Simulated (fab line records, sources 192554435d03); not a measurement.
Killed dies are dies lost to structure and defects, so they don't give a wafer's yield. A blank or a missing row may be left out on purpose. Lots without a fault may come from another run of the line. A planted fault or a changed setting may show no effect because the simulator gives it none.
Which tool did it? | flow n5_finfet | 12 lots, 33 wafers sampled, at 3 steps of a route of 1938

WHAT THE GAUGES READ, wafer by wafer
N5_BEOL_M8_OVL_MEAS_29. Usual: V7_OVL 0.0 nm, standard deviation 0.82.
lot  | measured     | on         | V7_OVL (nm)    | flag
L556 | day 9 05:58  | overlay-01 | -0.6 -0.3 -0.4 |
L557 | day 9 16:19  | overlay-01 | 0.0 -0.7 -0.5  |
L558 | day 10 02:46 | overlay-02 | -1.1 1.2 1.7   |
L559 | day 10 02:56 | overlay-01 | 0.1 0.6 -0.9   |
L560 | day 10 13:24 | overlay-01 | 1.0 0.4 0.6    |
L561 | day 10 13:40 | overlay-02 | 1.4            |
L562 | day 10 22:50 | overlay-01 | 0.9 -0.8       |
L572 | day 13 10:27 | overlay-02 | -0.1 -0.8 0.2  |
L574 | day 14 01:39 | overlay-01 | 1.5 -0.8 0.0   |
L576 | day 14 04:33 | overlay-02 | -0.9 -1.2 0.1  |
L578 | day 15 07:49 | overlay-02 | 0.2 -0.9 0.3   |
L579 | day 15 15:19 | overlay-02 | -0.7 -0.1 -1.1 |

N5_BEOL_M8_CD_MEAS_35: target cd 40 nm. Usual: cd_nm 40.0 nm, standard deviation 0.53.
lot  | measured     | on        | cd_nm (nm)     | flag
L556 | day 9 06:40  | cd_sem-03 | 40.1 40.2 40.2 |
L557 | day 9 16:59  | cd_sem-02 | 40.7 40.7 40.5 |
L558 | day 10 03:26 | cd_sem-03 | 40.0 40.1 40.3 |
L559 | day 10 03:48 | cd_sem-03 | 39.3 39.7 39.5 |
L560 | day 10 14:04 | cd_sem-01 | 40.1 39.7 39.6 |
L561 | day 10 14:28 | cd_sem-02 | 39.9           |
L562 | day 10 23:30 | cd_sem-02 | 38.9 39.7      |
L572 | day 13 11:08 | cd_sem-01 | 41.3 40.1 41.1 |
L574 | day 14 02:46 | cd_sem-01 | 40.4 40.0 40.3 |
L576 | day 14 05:14 | cd_sem-03 | 39.3 39.7 39.5 |
L578 | day 15 08:38 | cd_sem-03 | 39.4 39.7 39.7 |
L579 | day 15 16:05 | cd_sem-02 | 39.8 40.9 40.0 |

WHICH TOOL RAN EACH LOT (tool, then ch and the chambers of the sampled wafers, then the start)
lot  | N5_BEOL_M8_STRIP_36
L556 | rie_diel-06 ch 0,1, day 9 06:19
L557 | rie_diel-01 ch 0,3, day 9 16:38
L558 | rie_diel-05 ch 1,2,3, day 10 03:05
L559 | rie_diel-06 ch 0,1,2, day 10 03:27
L560 | rie_diel-01 ch 0,1,2, day 10 13:43
L561 | rie_diel-06 ch 0, day 10 14:01
L562 | rie_diel-06 ch 0,1, day 10 23:10
L572 | rie_diel-01 ch 0,1,3, day 13 10:46
L574 | rie_diel-01 ch 0,1,3, day 14 02:25
L576 | rie_diel-05 ch 0,3, day 14 04:53
L578 | rie_diel-05 ch 0,1, day 15 08:17
L579 | rie_diel-01 ch 0,2,3, day 15 15:38
- N5_BEOL_M8_STRIP_36: strips in N2/H2.

WHAT THE TOOLS THEMSELVES READ (means of the sampled wafers that have a number; where no wafer has one, the mark that the record gives instead)
N5_BEOL_M8_STRIP_36. Usual: drypump_motor_current_A 5.6 A, standard deviation 0.46; oes_product_au 0.81 a.u., standard deviation 0.069; rf_vpp_V 59.2 V, standard deviation 1.4; showerhead_plenum_p_Torr 2.55 Torr, standard deviation 0.097; throttle_valve_pct 23.62 %, standard deviation 0.22.
lot  | tool        | drypump_motor_current_A (A) | oes_product_au (a.u.) | rf_vpp_V (V) | showerhead_plenum_p_Torr (Torr) | throttle_valve_pct (%) | flag
L556 | rie_diel-06 | 5.7                         | 0.85                  | 60.6         | 2.69                            | 23.76                  |
L557 | rie_diel-01 | 5.9                         | 0.72                  | 58.6         | 2.49                            | 23.84                  |
L558 | rie_diel-05 | 5.6                         | 0.87                  | 59.6         | 2.58                            | 23.46                  |
L559 | rie_diel-06 | 5.6                         | 0.79                  | 59.3         | 2.62                            | 23.71                  |
L560 | rie_diel-01 | 5.7                         | 0.70                  | 59.0         | 2.48                            | 23.86                  |
L561 | rie_diel-06 | 4.8                         | 0.83                  | 59.9         | 2.67                            | 23.59                  |
L562 | rie_diel-06 | 5.5                         | 0.82                  | 59.0         | 2.68                            | 23.73                  |
L572 | rie_diel-01 | 5.8                         | 0.88                  | 57.9         | 2.47                            | 23.57                  |
L574 | rie_diel-01 | 5.7                         | 0.87                  | 57.7         | 2.47                            | 23.56                  |
L576 | rie_diel-05 | 5.2                         | 0.82                  | 59.4         | 2.60                            | 23.31                  |
L578 | rie_diel-05 | 5.7                         | 0.80                  | 59.1         | 2.49                            | 23.47                  |
L579 | rie_diel-01 | 5.6                         | 0.78                  | 60.2         | 2.45                            | 23.67                  |

THE ANSWER, worked out from the rows above alone
Rule: a lot is off if the mean of its wafers that have a number lies more than 3 standard deviations from the usual mean. A lot without any number at a reading at which 4 lots or more have one is off too. The other lots that the step has rows for count as sound. The gauges are gone through in route order, then the tools' own readings, and for those a lot's mean is taken as printed above. The first step at which some lot is off is used, and at that step the reading that is off furthest; a lot without a number counts as furthest.
No lot is off at any reading shown: from this, nothing can be told.

WHAT THE SIMULATOR HAD PUT IN
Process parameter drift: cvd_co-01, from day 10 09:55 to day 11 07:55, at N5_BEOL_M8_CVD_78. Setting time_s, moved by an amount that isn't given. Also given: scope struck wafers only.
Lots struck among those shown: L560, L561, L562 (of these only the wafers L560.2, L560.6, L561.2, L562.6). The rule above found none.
